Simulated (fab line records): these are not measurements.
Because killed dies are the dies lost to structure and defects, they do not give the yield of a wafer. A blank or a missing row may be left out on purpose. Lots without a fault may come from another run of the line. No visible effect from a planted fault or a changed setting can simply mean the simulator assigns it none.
Matching of chambers    flow n5 finfet    N5_BEOL_M13_ETCH_38 on rie diel-05: 4 sister chambers
The step etches SiCN in CF4/N2, target depth 67.5 nm, time 71.9 s. 14 wafers are shown with their chamber, then 7 later ones without.

== WAFERS PAIRED WITH THEIR CHAMBERS ==
wafer   chamber  showerhead plenum p Torr (Torr)  drypump motor current A (A)  throttle valve pct (%)
L075.2  2        2.35                             5.6                          15.14
L075.4  0        2.16                             5.6                          15.27
L075.5  2        2.35                             5.6                          15.14
L077.1  0        2.15                             5.6                          15.29
L077.5  0        2.15                             5.6                          15.28
L077.6  3        2.25                             5.0                          15.05
L080.1  0        2.15                             5.5                          15.31
L080.2  2        2.34                             5.6                          15.17
L080.4  1        2.32                             5.4                          15.27
L081.2  0        2.15                             5.5                          15.30
L081.3  1        2.32                             5.4                          15.27
L081.4  3        2.25                             4.9                          15.07
L085.3  1        2.32                             5.4                          15.32
L085.4  3        2.24                             5.0                          15.07

SIGNATURES (means of the wafers above)
reading                   chamber 0  chamber 1  chamber 2  chamber 3  scatter within a chamber
showerhead plenum p Torr  2.1520     2.3200     2.3467     2.2467     0.00462
drypump motor current A   5.560      5.400      5.600      4.967      0.0432
throttle valve pct        15.2900    15.2867    15.1500    15.0633    0.0188
Rule: a wafer lies at a distance from a chamber equal to the root of the sum of squares, over the readings, of (its reading less the chamber's mean, divided by the reading's scatter). If the next closest chamber is less than 2 further off than the closest, the wafer can't be placed; otherwise it belongs to the closest. The scatter: the root of (the sum of the squares of (reading less its chamber's mean) over the shown wafers, divided by (wafers less chambers)).

== WAFERS WHOSE CHAMBER IS MISSING ==
wafer   showerhead plenum p Torr (Torr)  drypump motor current A (A)  throttle valve pct (%)
L085.6  2.34                             5.6                          15.18
L094.1  2.31                             5.4                          15.31
L094.2  2.33                             5.6                          15.23
L094.6  2.14                             5.6                          15.33
L095.2  2.33                             5.6                          15.24
L095.3  2.24                             4.9                          15.08
L095.6  2.31                             5.4                          15.32

== THE CHAMBER EACH PASSED THROUGH ==
wafer   from the rows above      in truth
L085.6  2                        2
L094.1  1                        1
L094.2  can't be placed: 2 or 1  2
L094.6  0                        0
L095.2  can't be placed: 1 or 2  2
L095.3  3                        3
L095.6  1                        1
Correctly placed: 5 of 7. Unplaceable from these rows: 2, with the true chamber sitting among the candidates in 2. Placed wrongly: 0.
